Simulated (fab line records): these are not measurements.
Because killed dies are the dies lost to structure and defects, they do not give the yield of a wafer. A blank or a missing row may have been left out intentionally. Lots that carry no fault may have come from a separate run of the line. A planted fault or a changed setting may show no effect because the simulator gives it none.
Chamber matching -- flow nand harc -- rie diel-06 running NHARC_A_STAIRCASE_ETCH_444: 4 sister chambers
The step etches the open film in C4F8/O2, target depth 10200 nm, time 3400 s. 8 wafers are shown with their chamber, then 11 later ones without.

== WAFERS, EACH WITH ITS CHAMBER ==
wafer,chamber,rf vpp V (V),oes product au (a.u.)
L080.2,3,810,0.920
L082.3,1,812,0.931
L083.4,2,804,0.927
L083.6,0,805,0.921
L085.1,1,812,0.929
L085.3,3,811,0.935
L085.4,2,805,0.934
L087.1,0,803,0.925

== WAFERS MISSING THEIR CHAMBER ==
wafer,rf vpp V (V),oes product au (a.u.)
L087.2,812,0.928
L087.3,807,0.925
L089.1,811,0.920
L089.4,805,0.915
L089.5,805,0.929
L092.1,802,0.923
L092.2,806,0.921
L092.4,811,0.920
L094.1,804,0.927
L094.3,811,0.931
L094.5,804,0.920

== WHICH CHAMBER EACH WENT THROUGH ==
wafer,from the rows above,in truth
L087.2,can't be placed: 1 or 3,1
L087.3,can't be placed: 2 or 0 or 3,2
L089.1,can't be placed: 3 or 1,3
L089.4,can't be placed: 0 or 2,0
L089.5,can't be placed: 2 or 0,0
L092.1,can't be placed: 0 or 2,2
L092.2,can't be placed: 0 or 2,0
L092.4,can't be placed: 3 or 1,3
L094.1,can't be placed: 0 or 2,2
L094.3,can't be placed: 3 or 1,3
L094.5,can't be placed: 0 or 2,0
Correctly placed: 0 of 11. Cannot be placed on the basis of these rows: 11; the candidates contain the true chamber in 11. Placed wrongly: 0.
How it was worked out, from the rows above alone: a wafer's distance from a chamber is the root of the sum, over the readings, of the square of ((its reading less the chamber's mean) divided by the reading's scatter). If the next closest chamber is less than 2 further off than the closest, the wafer can't be placed; otherwise it belongs to the closest. A chamber's mean is the mean of its shown wafers. The scatter: the root of (the sum of the squares of (reading less its chamber's mean) over the shown wafers, divided by (wafers less chambers)).
